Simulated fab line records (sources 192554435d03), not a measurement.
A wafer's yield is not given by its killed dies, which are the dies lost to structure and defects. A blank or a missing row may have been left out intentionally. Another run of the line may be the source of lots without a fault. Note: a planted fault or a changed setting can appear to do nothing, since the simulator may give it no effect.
Lot-split experiment -- flow n5-finfet -- 21 wafers read from 7 lots, route of 1938 steps

== THE SPLIT ==
At N5_BEOL_M0_ETCH_128 (etches SiCN in CF4/N2, target depth 12 nm, overetch 5.1 nm, time 21.4 s), the setting source-w was moved away from the recipe's 430 W on 3 of the 21 wafers read, by -15.0% to +16.0%. This setting was run at the recipe's value on the other wafers.

The split's own step is where the reading is taken.

== THE READING ==
rf-vpp-V, in V, at N5_BEOL_M0_ETCH_128 (etches SiCN in CF4/N2, target depth 12 nm, overetch 5.1 nm, time 21.4 s). A value of 382.5 V with a standard deviation of 1.7 V is what fault-free wafers of this fab line usually give.

wafer,"tool, chamber at the split","source-w as run, W",against the recipe,"rf-vpp-V, V",against lot-mates on the recipe
L075.1,"rie-diel-04, 1",372.1,-13.5%,400.4,+16.4
L075.4,"rie-diel-04, 0",430,recipe,384.2,-
L075.5,"rie-diel-04, 2",430,recipe,383.9,-
L076.1,"rie-diel-02, 2",365.4,-15.0%,404.3,+21.9
L076.4,"rie-diel-02, 0",430,recipe,380.0,-
L076.5,"rie-diel-02, 3",430,recipe,384.9,-
L084.1,"rie-diel-04, 1",430,recipe,382.6,-
L084.4,"rie-diel-04, 0",498.9,+16.0%,365.6,-16.3
L084.5,"rie-diel-04, 1",430,recipe,381.2,-
L091.3,"rie-diel-06, 2",430,recipe,382.0,-
L091.4,"rie-diel-06, 0",430,recipe,382.2,-
L091.5,"rie-diel-06, 3",430,recipe,381.7,-
L095.1,"rie-diel-06, 2",430,recipe,380.4,-
L095.2,"rie-diel-06, 0",430,recipe,382.7,-
L095.5,"rie-diel-06, 2",430,recipe,380.9,-
L094.1,"rie-diel-04, 2",430,recipe,383.7,-
L094.4,"rie-diel-04, 3",430,recipe,381.4,-
L094.6,"rie-diel-04, 3",430,recipe,382.9,-
L097.1,"rie-diel-04, 0",430,recipe,384.0,-
L097.2,"rie-diel-04, 3",430,recipe,384.2,-
L097.3,"rie-diel-04, 2",430,recipe,384.0,-

THE FIT
A straight line over all 21 wafers: rf-vpp-V changes by -1.26 V for each +1% of source-w; r = -0.98; the points scatter about the line by 1.7 V.
The same after taking each lot's own level away (the mean of its wafers on the recipe; 21 wafers): -1.21 V for each +1%; r = -0.98; scatter 1.4 V.
According to that fit, moving source-w by its largest amount changes the reading by 19 V.
The span of the lots' own levels, 381.33 to 384.07 V, comes to 1.6 times the standard deviation stated above.
The two slopes are in agreement: the lot-to-lot level therefore moves the slope only a little.
Check: for one of the wafers moved furthest among these (+16.0%), held out of the fit, the line's prediction against its lot-mates is -21.6 V. Against them it came out at -16.3 V.
Tool readings at the split's step, against how far the setting was moved: rf-vpp-V r = -0.98.

== THE OTHER SPLITS THESE WAFERS WENT THROUGH ==
Note: prior to the reading, these wafers also went through further splits. Each is held against what the fit with the lots' levels taken away leaves over:
other split on the same wafers,wafers away from the commonest value,r with rf-vpp-V (lot level and that fit taken away)
N5_MOL_CONTACT_COAG_COAT_103 spin-rpm,14,+0.01
N5_MOL_CONTACT_COAG_ALD_131 ald-cycles,5,+0.10
N5_BEOL_M0_ETCH_138 bias-w,12,+0.01

== THE FILE'S OWN FIT ==
rf-vpp-V changes by -1.22 V for each +1% of source-w, r = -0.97.
